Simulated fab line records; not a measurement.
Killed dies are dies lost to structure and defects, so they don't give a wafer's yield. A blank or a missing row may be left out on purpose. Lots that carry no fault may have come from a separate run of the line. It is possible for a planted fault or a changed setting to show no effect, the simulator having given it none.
fab line records :: flow n5Finfet
[record]
  lots = 4
  wafers = 12
  lastDay = 16
route steps=1938 shown BEOL_M0_SAQP@669 BEOL_M4@1111
lots with no fault: from the same line, run without faults
startH: hours from the record's first day to the start of the lot's first wafer shown :: waitH: how many hours have passed since the lot's step before this one :: " the same as in the row above :: L1.1+2: several wafers, shown together as one row :: - either no value or no given start :: * or withheld: withheld :: < > ~ a bound
route shown NAME@n: names a module that has steps shown in the file, with the first one's number in the route :: usual: the fault-free wafers' mean and standard deviation :: same: alike in all rows :: chamber/n: place in a boat :: sites: each site's reading :: _std_site: the standard deviation of these :: _edge_site: inner sites' mean taken away from outer sites' mean :: radiusMm: how far each site lies from the wafer's centre :: mask NAME#n: copy n :: behind: the most recent tool/chamber to have shaped the wafer :: hold: why the lot went on hold/how many hours it stayed there/how the hold came to an end :: device: transistor that didn't switch, given as n, p or np :: end of line: the route-end tests of the same wafers :: a step with no rows: only its recipe :: killed: count of dies lost to structure and defects at first sort (not the wafer's yield) :: map: per-die view of a wafer (x killed, . not killed, _ where there is no die)
set.NAME: the setting that was run; set.NAME@STEP: the one run at that earlier step :: model.NAME: the simulator's own value behind a step, which no gauge read
lots at selected steps of the route; one table per step, one row per wafer
services: from which hour (startH, from the record's first day; less than 0 if before it) a tool's chamber was out of use, for how many hours, and why
[[steps]]
[step N5_BEOL_M0_SAQP_MANDREL_ETCH_103]
[recipe]
  chemistry = HBr/Cl2
  target = a-Si
  targetDepthA = 450
  btTimeS = 10
  stopOn = SiCN
  maskMaterial = SiO2
  overEtchFrac = 0.8
  timeS = 27
  pressureMtorr = 10
  icpW = 800
  biasW = 75
  HBr_flow_sccm = 150
  Cl2_flow_sccm = 80
  ends = endPoint
[step N5_BEOL_M0_SAQP_RECESS_104]
[recipe]
  chemistry = HF/NH3
  target = SiO2
  targetDepthA = 180
  afsCycles = 3
  tempC = 30
  sublimationTempC = 180
  sublimationTimeS = 60
[step N5_BEOL_M0_SAQP_COAT_105]
[recipe]
  resist = SOC
  tempC = 250
  timeS = 60
  spinRpm = 1500
  resistThkNm = 100
[step N5_BEOL_M0_SAQP_ETCH_106]
[recipe]
  chemistry = N2/H2
  target = SOC
  targetDepthA = 1500
  stopOn = SiNx
  ionEnergyEv = 100
  biasW = 61
  pressureMtorr = 30
  sourceW = 850
  n2FlowSccm = 200
  h2FlowSccm = 200
[step N5_BEOL_M0_SAQP_ETCH_107]
[recipe]
  chemistry = CH3F/O2
  target = SiNx
  targetDepthA = 300
  maskMaterial = SOC
  pressureMtorr = 30
  sourceW = 395
  biasW = 73
  Ar_flow_sccm = 150
  CH3F_flow_sccm = 30
  O2_flow_sccm = 20
  ionEnergyEv = 120
[step N5_BEOL_M0_SAQP_STRIP_108]
[recipe]
  chemistry = N2/H2
  powerW = 500
  tempC = 40
  pressureMtorr = 50
  rfFrequencyHz = 6e+07
  overashFraction = 0.3
  biasPowerW = 28
  h2Frac = 0.5
  n2FlowSccm = 300
  h2FlowSccm = 300
[step N5_BEOL_M0_SAQP_RECESS_109]
[recipe]
  chemistry = HF/NH3
  target = SiO2
  targetDepthA = 30
  afsCycles = 1
  tempC = 30
  sublimationTempC = 180
  sublimationTimeS = 60
[step N5_BEOL_M0_SAQP_SPACER2_ALD_26]
[recipe]
  material = SiO2
  targetThkA = 150
  tempC = 300
  aldPrecursorFamily = BDEAS
  aldCoReactant = O2-plasma
  pulseTimeS = 1
  purgeTimeS = 2
  coReactantPurgeTimeS = 2
  pressureTorr = 2
[step N5_BEOL_M0_SAQP_SPACER2_ETCHBACK_27]
[recipe]
  chemistry = CHF3/O2
  mode = anisotropicEtchback
  target = SiO2
  targetDepthA = 225
  timeS = 11.25
  pressureMtorr = 30
  sourceW = 650
  biasW = 170
  Ar_flow_sccm = 200
  CHF3_flow_sccm = 50
  O2_flow_sccm = 5
  ionEnergyEv = 200
[step N5_BEOL_M0_SAQP_MANDREL2_REMOVE_110]
[recipe]
  chemistry = HBr/Cl2/O2
  btTimeS = 10
  target = a-Si
  stopOn = SiCN
  endpoint = OES-SiCl
  overEtchFrac = 1
  icpW = 600
  biasW = 30
  HBr_flow_sccm = 150
  Cl2_flow_sccm = 80
  O2_flow_sccm = 5
  pressureMtorr = 10
[step N5_BEOL_M0_SAQP_COAT_69]
[recipe]
  resist = SOC
  tempC = 250
  timeS = 60
  spinRpm = 1500
  resistThkNm = 90
[step N5_BEOL_M0_SAQP_COAT_72]
[recipe]
  resist = SiARC
  tempC = 220
  timeS = 60
  spinRpm = 1500
  resistThkNm = 15
[usual]
  spinSpeedRpm = 1500.1/0.98
lot.wafer: L757.3
tool: lithoTrack-05
chamber: 0
startH: 139.87
waitH: -
spinSpeedRpm: 1550.0

lot.wafer: L757.5
tool: lithoTrack-05
chamber: 0
startH: 139.87
waitH: -
spinSpeedRpm: 1548.3

lot.wafer: L757.6
tool: lithoTrack-05
chamber: 0
startH: 139.87
waitH: -
spinSpeedRpm: 1549.6

lot.wafer: L758.1
tool: lithoTrack-05
chamber: 0
startH: 144.68
waitH: -
spinSpeedRpm: 1549.2

lot.wafer: L758.4
tool: lithoTrack-05
chamber: 0
startH: 144.68
waitH: -
spinSpeedRpm: 1549.3

lot.wafer: L758.5
tool: lithoTrack-05
chamber: 0
startH: 144.68
waitH: -
spinSpeedRpm: 1550.3

lot.wafer: L768.1
tool: lithoTrack-04
chamber: 0
startH: 212.86
waitH: -
spinSpeedRpm: 1499.0

lot.wafer: L768.3
tool: lithoTrack-04
chamber: 0
startH: 212.86
waitH: -
spinSpeedRpm: 1501.4

lot.wafer: L768.5
tool: lithoTrack-04
chamber: 0
startH: 212.86
waitH: -
spinSpeedRpm: 1503.6

lot.wafer: L772.1
tool: lithoTrack-05
chamber: 0
startH: 230.87
waitH: -
spinSpeedRpm: 1500.1

lot.wafer: L772.2
tool: lithoTrack-05
chamber: 0
startH: 230.87
waitH: -
spinSpeedRpm: 1500.1

lot.wafer: L772.3
tool: lithoTrack-05
chamber: 0
startH: 230.87
waitH: -
spinSpeedRpm: 1499.6
[step N5_BEOL_M0_SAQP_COAT_87]
[recipe]
  resist = underlayer
  tempC = 205
  timeS = 60
  spinRpm = 1500
  resistThkNm = 5
[step N5_BEOL_M0_SAQP_COAT_34]
[recipe]
  resist = CAR-EUV
  spinRpm = 1500
  resistThkNm = 30
[step N5_BEOL_M0_SAQP_EBR_36]
[recipe]
  solvent = PGMEA
  ebrWidthMm = 1.5
[step N5_BEOL_M0_SAQP_SOFTBAKE_35]
[recipe]
  tempC = 110
  timeS = 60
  resist = CAR-EUV
[step N5_BEOL_M0_SAQP_EXPOSE_37]
[recipe]
  maskId = M0_CUT1
  na = 0.33
  sourceShape = annular
  sigmaInner = 0.35
  sigmaOuter = 0.8
  polarization = unpolarized
  targetCdNm = 30
  doseMj = 44.75
[step N5_BEOL_M0_SAQP_PEB_38]
[recipe]
  pebTempC = 100
  pebTimeS = 60
  resist = CAR-EUV
[step N5_BEOL_M0_SAQP_DEVELOP_39]
[recipe]
  developTimeS = 30
  developer = TMAH
  resist = CAR-EUV
  rinseLiquid = surfactantRinse
  dry = airSpin
  devTempC = 23
[step N5_BEOL_M0_SAQP_DESCUM_45]
[recipe]
  chemistry = O2
  timeS = 7
  sourcePowerW = 50
  biasPowerW = 20
  pressureMtorr = 20
  rfFrequencyHz = 2.712e+07
  tempC = 40
  resist = CAR-EUV
  o2FlowSccm = 225
[step N5_BEOL_M0_SAQP_ETCH_88]
[recipe]
  chemistry = N2/H2
  target = underlayer
  targetDepthA = 65
  timeS = 5.2
  ionEnergyEv = 200
  maskMaterial = CAR-EUV
  pressureMtorr = 30
  sourceW = 840
  biasW = 150
  n2FlowSccm = 200
  h2FlowSccm = 200
  ends = cleared
[step N5_BEOL_M0_SAQP_ETCH_73]
[recipe]
  chemistry = CF4
  target = SiARC
  targetDepthA = 195
  maskMaterial = CAR-EUV
  timeS = 32.5
  ionEnergyEv = 80
  pressureMtorr = 40
  sourceW = 545
  biasW = 36
  Ar_flow_sccm = 100
  cf4FlowSccm = 100
  ends = cleared
[usual]
  drypumpMotorCurrentA = 5.7/0.33
  etchRfOnTimeS = 32.1/0.92
  oesProductAu = 0.66/0.062
  rfVppV = 184.0/1.2
  showerheadPlenumPTorr = 2.14/0.068
  throttleValvePct = 15.70/0.18
lot.wafer: L757.3
tool: rieDiel-05
chamber: 3
startH: 140.71
waitH: 0.0
drypumpMotorCurrentA: 6.1
etchRfOnTimeS: 32.8
oesProductAu: 0.82
rfHoursCounterH: 0
rfVppV: 186.5
showerheadPlenumPTorr: 2.28
throttleValvePct: 15.58
model.etch.depthNm: 14.72

lot.wafer: L757.5
tool: rieDiel-05
chamber: 1
startH: 140.71
waitH: 0.0
drypumpMotorCurrentA: 5.7
etchRfOnTimeS: 32.3
oesProductAu: 0.63
rfHoursCounterH: -
rfVppV: 185.3
showerheadPlenumPTorr: 2.14
throttleValvePct: 15.36
model.etch.depthNm: 14.79

lot.wafer: L757.6
tool: rieDiel-05
chamber: 0
startH: 140.71
waitH: 0.0
drypumpMotorCurrentA: 5.9
etchRfOnTimeS: 30.2
oesProductAu: 0.68
rfHoursCounterH: -
rfVppV: 182.0
showerheadPlenumPTorr: 2.08
throttleValvePct: 15.90
model.etch.depthNm: 14.79

lot.wafer: L758.1
tool: rieDiel-03
chamber: 3
startH: 145.12
waitH: 0.0
drypumpMotorCurrentA: 5.2
etchRfOnTimeS: 31.3
oesProductAu: 0.65
rfHoursCounterH: 166
rfVppV: 184.6
showerheadPlenumPTorr: 2.15
throttleValvePct: 15.68
model.etch.depthNm: 14.73

lot.wafer: L758.4
tool: rieDiel-03
chamber: 3
startH: 145.12
waitH: 0.0
drypumpMotorCurrentA: 5.3
etchRfOnTimeS: 31.8
oesProductAu: 0.64
rfHoursCounterH: -
rfVppV: 185.0
showerheadPlenumPTorr: 2.15
throttleValvePct: 15.70
model.etch.depthNm: 14.73

lot.wafer: L758.5
tool: rieDiel-03
chamber: 0
startH: 145.12
waitH: 0.0
drypumpMotorCurrentA: 5.4
etchRfOnTimeS: 32.1
oesProductAu: 0.61
rfHoursCounterH: -
rfVppV: 184.9
showerheadPlenumPTorr: 2.13
throttleValvePct: 15.76
model.etch.depthNm: 14.72

lot.wafer: L768.1
tool: rieDiel-05
chamber: 0
startH: 213.46
waitH: 0.0
drypumpMotorCurrentA: 5.8
etchRfOnTimeS: 30.4
oesProductAu: 0.67
rfHoursCounterH: 155
rfVppV: 183.6
showerheadPlenumPTorr: 2.07
throttleValvePct: 15.93
model.etch.depthNm: 15.06

lot.wafer: L768.3
tool: rieDiel-05
chamber: 3
startH: 213.46
waitH: 0.0
drypumpMotorCurrentA: 6.2
etchRfOnTimeS: 33.5
oesProductAu: 0.74
rfHoursCounterH: 23
rfVppV: 185.4
showerheadPlenumPTorr: 2.27
throttleValvePct: 15.63
model.etch.depthNm: 15.03

lot.wafer: L768.5
tool: rieDiel-05
chamber: 3
startH: 213.46
waitH: 0.0
drypumpMotorCurrentA: 6.1
etchRfOnTimeS: 33.4
oesProductAu: 0.75
rfHoursCounterH: -
rfVppV: 184.6
showerheadPlenumPTorr: 2.27
throttleValvePct: 15.63
model.etch.depthNm: 15.05

lot.wafer: L772.1
tool: rieDiel-03
chamber: 0
startH: 231.31
waitH: 0.0
drypumpMotorCurrentA: 5.4
etchRfOnTimeS: 32.3
oesProductAu: 0.60
rfHoursCounterH: 214
rfVppV: 184.4
showerheadPlenumPTorr: 2.12
throttleValvePct: 15.81
model.etch.depthNm: 14.99

lot.wafer: L772.2
tool: rieDiel-03
chamber: 3
startH: 231.31
waitH: 0.0
drypumpMotorCurrentA: 5.2
etchRfOnTimeS: 31.8
oesProductAu: 0.63
rfHoursCounterH: 195
rfVppV: 184.2
showerheadPlenumPTorr: 2.14
throttleValvePct: 15.76
model.etch.depthNm: 15.01

lot.wafer: L772.3
tool: rieDiel-03
chamber: 1
startH: 231.31
waitH: 0.0
drypumpMotorCurrentA: 6.3
etchRfOnTimeS: 31.2
oesProductAu: 0.61
rfHoursCounterH: 207
rfVppV: 182.4
showerheadPlenumPTorr: 2.05
throttleValvePct: 15.88
model.etch.depthNm: 15.01
[step N5_BEOL_M0_SAQP_CUT_ETCH_46]
[recipe]
  chemistry = N2/H2
  target = SOC
  targetDepthA = 1350
  overetchA = 270
  tempC = 40
  timeS = 202.5
  ionEnergyEv = 200
  maskMaterial = SiARC
  pressureMtorr = 30
  sourceW = 840
  biasW = 150
  n2FlowSccm = 200
  h2FlowSccm = 200
[step N5_BEOL_M4_RC_MEAS_101]
[usual]
  DIBL_N = 36.6/2.1
  DIBL_P = 36.3/2.2
  IOFF_N = 0.16/0.036
  IOFF_P = 0.21/0.038
  ION_N = 671/12
  ION_P = 460/7.5
  SS_N = 71.8/0.72
  SS_P = 73.3/0.72
  VT_N = 250/3.2
  VT_P = -250/3.5
lot.wafer: L757.3
tool: prober-01
chamber: 0
startH: 192.39
waitH: 0.3
DIBL_N[mV/V]: 40.1
DIBL_P[mV/V]: 40.6
IOFF_N[nA/um]: 0.25
IOFF_P[nA/um]: 0.33
ION_N[uA/um]: 687
ION_P[uA/um]: 467
SS_N[mV/dec]: 72.6
SS_P[mV/dec]: 74.5
VT_N[mV]: 241
VT_P[mV]: -244

lot.wafer: L757.5
tool: prober-01
chamber: 0
startH: 192.39
waitH: 0.3
DIBL_N[mV/V]: 35.3
DIBL_P[mV/V]: 34.4
IOFF_N[nA/um]: 0.15
IOFF_P[nA/um]: 0.20
ION_N[uA/um]: 682
ION_P[uA/um]: 468
SS_N[mV/dec]: 71.2
SS_P[mV/dec]: 73.1
VT_N[mV]: 249
VT_P[mV]: -248

lot.wafer: L757.6
tool: prober-01
chamber: 0
startH: 192.39
waitH: 0.3
DIBL_N[mV/V]: 40.3
DIBL_P[mV/V]: 39.7
IOFF_N[nA/um]: 0.23
IOFF_P[nA/um]: 0.30
ION_N[uA/um]: 673
ION_P[uA/um]: 460
SS_N[mV/dec]: 72.8
SS_P[mV/dec]: 73.4
VT_N[mV]: 245
VT_P[mV]: -245

lot.wafer: L758.1
tool: prober-01
chamber: 0
startH: 196.04
waitH: 0.0
DIBL_N[mV/V]: 38.6
DIBL_P[mV/V]: 37.8
IOFF_N[nA/um]: 0.19
IOFF_P[nA/um]: 0.24
ION_N[uA/um]: 677
ION_P[uA/um]: 463
SS_N[mV/dec]: 72.5
SS_P[mV/dec]: 74.3
VT_N[mV]: 251
VT_P[mV]: -250

lot.wafer: L758.4
tool: prober-01
chamber: 0
startH: 196.04
waitH: 0.0
DIBL_N[mV/V]: 37.7
DIBL_P[mV/V]: 37.5
IOFF_N[nA/um]: 0.18
IOFF_P[nA/um]: 0.24
ION_N[uA/um]: 692
ION_P[uA/um]: 470
SS_N[mV/dec]: 72.0
SS_P[mV/dec]: 74.0
VT_N[mV]: 249
VT_P[mV]: -250

lot.wafer: L758.5
tool: prober-01
chamber: 0
startH: 196.04
waitH: 0.0
DIBL_N[mV/V]: 35.0
DIBL_P[mV/V]: 33.6
IOFF_N[nA/um]: 0.13
IOFF_P[nA/um]: 0.18
ION_N[uA/um]: 662
ION_P[uA/um]: 456
SS_N[mV/dec]: 71.8
SS_P[mV/dec]: 72.8
VT_N[mV]: 253
VT_P[mV]: -253

lot.wafer: L768.1
tool: prober-01
chamber: 0
startH: 267.45
waitH: 0.0
DIBL_N[mV/V]: 37.5
DIBL_P[mV/V]: 37.2
IOFF_N[nA/um]: 0.17
IOFF_P[nA/um]: 0.20
ION_N[uA/um]: 681
ION_P[uA/um]: 459
SS_N[mV/dec]: 71.7
SS_P[mV/dec]: 73.3
VT_N[mV]: 250
VT_P[mV]: -251

lot.wafer: L768.3
tool: prober-01
chamber: 0
startH: 267.45
waitH: 0.0
DIBL_N[mV/V]: 38.8
DIBL_P[mV/V]: 38.7
IOFF_N[nA/um]: 0.21
IOFF_P[nA/um]: 0.23
ION_N[uA/um]: 660
ION_P[uA/um]: 453
SS_N[mV/dec]: 72.4
SS_P[mV/dec]: 73.7
VT_N[mV]: 250
VT_P[mV]: -251

lot.wafer: L768.5
tool: prober-01
chamber: 0
startH: 267.45
waitH: 0.0
DIBL_N[mV/V]: 37.2
DIBL_P[mV/V]: 36.5
IOFF_N[nA/um]: 0.15
IOFF_P[nA/um]: 0.19
ION_N[uA/um]: 647
ION_P[uA/um]: 445
SS_N[mV/dec]: 72.3
SS_P[mV/dec]: 73.5
VT_N[mV]: 253
VT_P[mV]: -253

lot.wafer: L772.1
tool: prober-02
chamber: 0
startH: 282.89
waitH: 0.0
DIBL_N[mV/V]: 32.8
DIBL_P[mV/V]: 32.3
IOFF_N[nA/um]: 0.11
IOFF_P[nA/um]: 0.16
ION_N[uA/um]: 660
ION_P[uA/um]: 457
SS_N[mV/dec]: 70.5
SS_P[mV/dec]: 72.7
VT_N[mV]: 257
VT_P[mV]: -255

lot.wafer: L772.2
tool: prober-02
chamber: 0
startH: 282.89
waitH: 0.0
DIBL_N[mV/V]: 37.0
DIBL_P[mV/V]: 37.3
IOFF_N[nA/um]: 0.18
IOFF_P[nA/um]: 0.21
ION_N[uA/um]: 682
ION_P[uA/um]: 469
SS_N[mV/dec]: 71.9
SS_P[mV/dec]: 73.5
VT_N[mV]: 248
VT_P[mV]: -252

lot.wafer: L772.3
tool: prober-02
chamber: 0
startH: 282.89
waitH: 0.0
DIBL_N[mV/V]: 39.4
DIBL_P[mV/V]: 39.0
IOFF_N[nA/um]: 0.23
IOFF_P[nA/um]: 0.25
ION_N[uA/um]: 684
ION_P[uA/um]: 459
SS_N[mV/dec]: 73.6
SS_P[mV/dec]: 73.8
VT_N[mV]: 247
VT_P[mV]: -251
[[services]]
tool: rieDiel-03
chamber: 2
startH: 125.25
hours: -
kind: clean

tool: rieDiel-03
chamber: 2
startH: 125.25
hours: -
kind: consumableReplace:focusRing

tool: rieDiel-03
chamber: 2
startH: 125.25
hours: -
kind: consumableReplace:showerhead

tool: rieDiel-03
chamber: 2
startH: 125.25
hours: 35.9
kind: scheduledDown

tool: rieDiel-03
chamber: 2
startH: 125.25
hours: 35.9
kind: ventCycle

tool: rieDiel-05
chamber: 3
startH: 126.60
hours: -
kind: clean

tool: rieDiel-05
chamber: 3
startH: 126.60
hours: -
kind: consumableReplace:focusRing

tool: rieDiel-05
chamber: 3
startH: 126.60
hours: -
kind: consumableReplace:showerhead

tool: rieDiel-05
chamber: 3
startH: 126.60
hours: 13.2
kind: scheduledDown

tool: rieDiel-05
chamber: 3
startH: 126.60
hours: 13.2
kind: ventCycle

tool: rieDiel-05
chamber: 2
startH: 147.57
hours: 7.4
kind: repair

tool: rieDiel-03
chamber: 2
startH: 214.25
hours: 38.8
kind: repair
[[key]]
[firstSign]
  step = N5_BEOL_M0_SAQP_COAT_72
  reading = spinSpeedRpm
  direction = up
  sigmas = 51
  usual = *
  struck = *
effect none on later readings
[modelEffect]
  step = N5_BEOL_M0_SAQP_ETCH_73
  value = etch.depthNm
  without = 14.99
  struck = 14.75
metAt N5_BEOL_M0_SAQP_COAT_72
struckWafers L757.3,L757.5,L757.6,L758.1,L758.4,L758.5
[fault]
  kind = processParameterDrift
  tool = lithoTrack-05
  chamber = -
  onsetH = 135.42
  steps = N5_BEOL_M0_SAQP_COAT_72
  channel = spinRpm
  offset = *
  shape = step
  endH = 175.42
  actsIn = *
  stated = *
